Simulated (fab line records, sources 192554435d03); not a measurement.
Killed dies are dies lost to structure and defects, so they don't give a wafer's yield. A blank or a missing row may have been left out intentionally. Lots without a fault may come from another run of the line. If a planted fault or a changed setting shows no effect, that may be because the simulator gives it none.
Split-lot trial + flow n5Finfet + route with 1938 steps; 7 lots, 21 wafers read

ABOUT THE SPLIT
At N5_PASSIVATION_ETCH_54 (etches SiO2 in CHF3/O2, target depth 880 nm, time 440 s), the setting timeS was moved away from the recipe's 440 s on 6 of the 21 wafers read, by -21.0% to +19.3%. All remaining wafers had this setting at the recipe value.

The reading is taken at the split's own step.

THE READING
etch.depthNm (the simulator's own value, which no gauge read), in nm, at N5_PASSIVATION_ETCH_54 (etches SiO2 in CHF3/O2, target depth 880 nm, time 440 s). The file gives no usual value for it. Across the 15 wafers here that went through the recipe, the average is 878.5 nm and the standard deviation 13 nm.

| wafer  | tool, chamber at the split | timeS as run, s | against the recipe | etch.depthNm, nm | against lot-mates on the recipe |
|--------|----------------------------|-----------------|--------------------|------------------|---------------------------------|
| L074.3 | rieDiel-03, 0              | 374.6           | -14.9%             | 730.6            | -128.5                          |
| L074.5 | rieDiel-03, 1              | 374.6           | -14.9%             | 741.3            | -117.8                          |
| L074.6 | rieDiel-03, 0              | 440             | recipe             | 859.1            | -                               |
| L076.2 | rieDiel-04, 1              | 440             | recipe             | 890.6            | -                               |
| L076.5 | rieDiel-04, 1              | 440             | recipe             | 890.6            | -                               |
| L076.4 | rieDiel-04, 2              | 440             | recipe             | 882.1            | -                               |
| L087.1 | rieDiel-06, 0              | 440             | recipe             | 863.7            | -                               |
| L087.5 | rieDiel-06, 3              | 383.1           | -12.9%             | 781.1            | -81.5                           |
| L087.6 | rieDiel-06, 0              | 440             | recipe             | 861.5            | -                               |
| L088.1 | rieDiel-04, 1              | 440             | recipe             | 884.5            | -                               |
| L088.3 | rieDiel-04, 3              | 440             | recipe             | 893.2            | -                               |
| L088.6 | rieDiel-04, 3              | 440             | recipe             | 893.6            | -                               |
| L091.2 | rieDiel-03, 1              | 347.7           | -21.0%             | 706.5            | -192.1                          |
| L091.3 | rieDiel-03, 3              | 347.7           | -21.0%             | 703.6            | -195.0                          |
| L091.5 | rieDiel-03, 3              | 440             | recipe             | 898.6            | -                               |
| L090.3 | rieDiel-03, 3              | 440             | recipe             | 878.5            | -                               |
| L090.4 | rieDiel-03, 1              | 440             | recipe             | 876.1            | -                               |
| L090.6 | rieDiel-03, 0              | 440             | recipe             | 857.8            | -                               |
| L092.3 | rieDiel-03, 1              | 440             | recipe             | 877.4            | -                               |
| L092.5 | rieDiel-03, 1              | 440             | recipe             | 869.5            | -                               |
| L092.6 | rieDiel-03, 0              | 525.1           | +19.3%             | 1029             | +155.5                          |

THE FIT
A straight line over all 21 wafers: etch.depthNm changes by +8.36 nm for each +1% of timeS; r = +0.99; the points scatter about the line by 14 nm.
The same after taking each lot's own level away (the mean of its wafers on the recipe; 21 wafers): +8.5 nm for each +1%; r = +0.99; scatter 9.8 nm.
That fit puts the effect of the largest move of timeS on the reading at 1.8e+02 nm.
Across the lots, their own levels run from 859.10 to 898.60 nm, a range of 3.0 times the standard deviation given above.
The two slopes agree, so the slope changes little with the lot-to-lot level.
Check: with one of the wafers moved furthest among these (-21.0%) left out of the fit, the line predicts -174 nm for it against its lot-mates. Against them it came out at -192 nm.

OTHER SPLITS APPLIED TO THESE WAFERS
These wafers also went through other splits before the reading. Each is held against what the fit with the lots' levels taken away leaves over:
| other split on the same wafers    | wafers away from the commonest value | r with etch.depthNm (lot level and that fit taken away) |
|-----------------------------------|--------------------------------------|---------------------------------------------------------|
| N5_BEOL_M13_TRENCH_ETCH_34 timeS  | 9                                    | -0.17                                                   |
| N5_BEOL_M13_SPUTTER_44 timeS      | 5                                    | +0.16                                                   |
| N5_BEOL_M15_COAT_04 spinRpm       | 8                                    | +0.38                                                   |
| N5_PASSIVATION_PECVD_01 timeS     | 8                                    | -0.15                                                   |
| N5_PASSIVATION_EXPOSE_07 doseMj   | 6                                    | +0.02                                                   |
| N5_PASSIVATION_PASS_ETCH_47 timeS | 6                                    | +0.04                                                   |

THE WHOLE CHAIN: every reading that the file lists as answering this split, in the file's order
| step                   | what it does                                            | reading                                                                     | change (the file's fit)              | r (the file's) |
|------------------------|---------------------------------------------------------|-----------------------------------------------------------------------------|--------------------------------------|----------------|
| N5_PASSIVATION_ETCH_54 | etches SiO2 in CHF3/O2, target depth 880 nm, time 440 s | PASSIVATION.featureDepthNm (the simulator's own value, which no gauge read) | +8.28 nm for each +1% of the setting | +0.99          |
| N5_PASSIVATION_ETCH_54 | etches SiO2 in CHF3/O2, target depth 880 nm, time 440 s | etch.depthNm (the simulator's own value, which no gauge read)               | +8.28 nm for each +1% of the setting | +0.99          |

THE FILE'S OWN FIT
etch.depthNm changes by +8.28 nm for each +1% of timeS, r = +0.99.
